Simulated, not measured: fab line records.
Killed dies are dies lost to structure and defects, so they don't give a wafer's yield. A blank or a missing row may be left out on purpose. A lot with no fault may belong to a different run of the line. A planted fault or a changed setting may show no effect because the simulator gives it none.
Chamber matching + flow n5 finfet + pecvd-02 running N5_BEOL_M13_ILD_DEP_00: 3 sister chambers
The step deposits SiOC from DEMS/O2, target thk 837.92 nm, time 166.4 s. 16 wafers are shown with their chamber, then 8 later ones without.

WAFERS, EACH WITH ITS CHAMBER
| wafer  | chamber | heater power w (W) | heater power outer w (W) | throttle valve pct (%) |
|--------|---------|--------------------|--------------------------|------------------------|
| L075.3 | 0       | 397                | 222                      | 11.6                   |
| L075.5 | 1       | 600                | 313                      | 11.7                   |
| L075.6 | 2       | 312                | 153                      | 11.9                   |
| L077.2 | 2       | 384                | 206                      | 12.1                   |
| L077.4 | 2       | 395                | 217                      | 12.0                   |
| L077.5 | 0       | 432                | 238                      | 11.7                   |
| L081.1 | 2       | 378                | 197                      | 12.1                   |
| L081.2 | 1       | 535                | 282                      | 10.8                   |
| L081.5 | 0       | 470                | 283                      | 11.7                   |
| L085.3 | 0       | 429                | 254                      | 11.6                   |
| L085.4 | 2       | 311                | 153                      | 12.2                   |
| L085.6 | 1       | 609                | 336                      | 10.8                   |
| L088.1 | 1       | 592                | 350                      | 11.1                   |
| L088.3 | 2       | 362                | 194                      | 12.4                   |
| L088.5 | 0       | 377                | 212                      | 12.1                   |
| L091.1 | 1       | 542                | 286                      | 10.9                   |

SIGNATURES (means of the wafers above)
| reading              | chamber 0 | chamber 1 | chamber 2 | scatter within a chamber |
|----------------------|-----------|-----------|-----------|--------------------------|
| heater power w       | 421.00    | 575.60    | 357.00    | 35.8                     |
| heater power outer w | 241.80    | 313.40    | 186.67    | 28.4                     |
| throttle valve pct   | 11.740    | 11.060    | 12.117    | 0.262                    |
Rule: distance of a wafer from a chamber = root of the sum over the readings of ((wafer's reading minus chamber's mean) / reading's scatter) squared. If the next closest chamber is less than 2 further off than the closest, the wafer can't be placed; otherwise it belongs to the closest. The scatter: take each reading less its chamber's mean, square it, sum over the shown wafers, divide by the number of wafers less the number of chambers, and take the root.

WAFERS WITHOUT THEIR CHAMBER
| wafer  | heater power w (W) | heater power outer w (W) | throttle valve pct (%) |
|--------|--------------------|--------------------------|------------------------|
| L091.2 | 321                | 163                      | 12.4                   |
| L091.4 | 472                | 271                      | 11.8                   |
| L092.1 | 422                | 240                      | 11.9                   |
| L092.2 | 605                | 346                      | 11.1                   |
| L092.6 | 540                | 289                      | 11.1                   |
| L096.1 | 503                | 268                      | 11.1                   |
| L096.5 | 450                | 252                      | 11.5                   |
| L096.6 | 392                | 218                      | 12.4                   |

WHICH CHAMBER EACH WENT THROUGH
| wafer  | from the rows above     | in truth |
|--------|-------------------------|----------|
| L091.2 | 2                       | 2        |
| L091.4 | 0                       | 0        |
| L092.1 | 0                       | 0        |
| L092.2 | 1                       | 1        |
| L092.6 | 1                       | 1        |
| L096.1 | can't be placed: 1 or 0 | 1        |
| L096.5 | 0                       | 0        |
| L096.6 | can't be placed: 2 or 0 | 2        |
Correctly placed: 6 of 8. Unplaceable from these rows: 2, with the true chamber sitting among the candidates in 2. Wrongly placed: 0.
